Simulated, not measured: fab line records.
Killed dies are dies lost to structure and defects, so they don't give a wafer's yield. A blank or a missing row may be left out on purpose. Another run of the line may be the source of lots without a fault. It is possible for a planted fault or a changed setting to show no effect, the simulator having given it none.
Matching of chambers | flow n5Finfet | rieDiel-02 running N5_ZERO_LAYER_ETCH_17: 4 sister chambers
The step etches SiO2 in CF4, target depth 12 nm, time 13.3 s. 4 wafers are shown with their chamber, then 9 later ones without.

WAFERS WITH THEIR CHAMBER
wafer  | chamber | showerheadPlenumPTorr (Torr)
L086.2 | 3       | 2.09
L087.1 | 0       | 2.23
L091.1 | 1       | 2.10
L091.4 | 2       | 2.14

WAFERS WITHOUT THEIR CHAMBER
wafer  | showerheadPlenumPTorr (Torr)
L093.2 | 2.23
L093.3 | 2.10
L093.5 | 2.23
L096.1 | 2.13
L096.5 | 2.09
L096.6 | 2.23
L097.1 | 2.13
L097.3 | 2.10
L097.5 | 2.13

THE CHAMBER EACH PASSED THROUGH
wafer  | from the rows above     | in truth
L093.2 | 0                       | 0
L093.3 | can't be placed: 1 or 3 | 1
L093.5 | 0                       | 0
L096.1 | 2                       | 2
L096.5 | can't be placed: 3 or 1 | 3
L096.6 | 0                       | 0
L097.1 | 2                       | 2
L097.3 | can't be placed: 1 or 3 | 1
L097.5 | 2                       | 2
Correctly placed: 6 of 9. These rows do not allow placing 3 (true chamber among the candidates in 3). Placed wrongly: 0.
How it was worked out, from the rows above alone: a wafer's distance from a chamber is the root of the sum, over the readings, of the square of ((its reading less the chamber's mean) divided by the reading's scatter). The wafer belongs to the nearest chamber; if the next one is less than 2 further off, it can't be placed. A chamber's mean is the mean of its shown wafers. The scatter (one wafer shown for each chamber): square how far every hidden wafer sits from the nearest shown wafer, average those squares and take the square root.
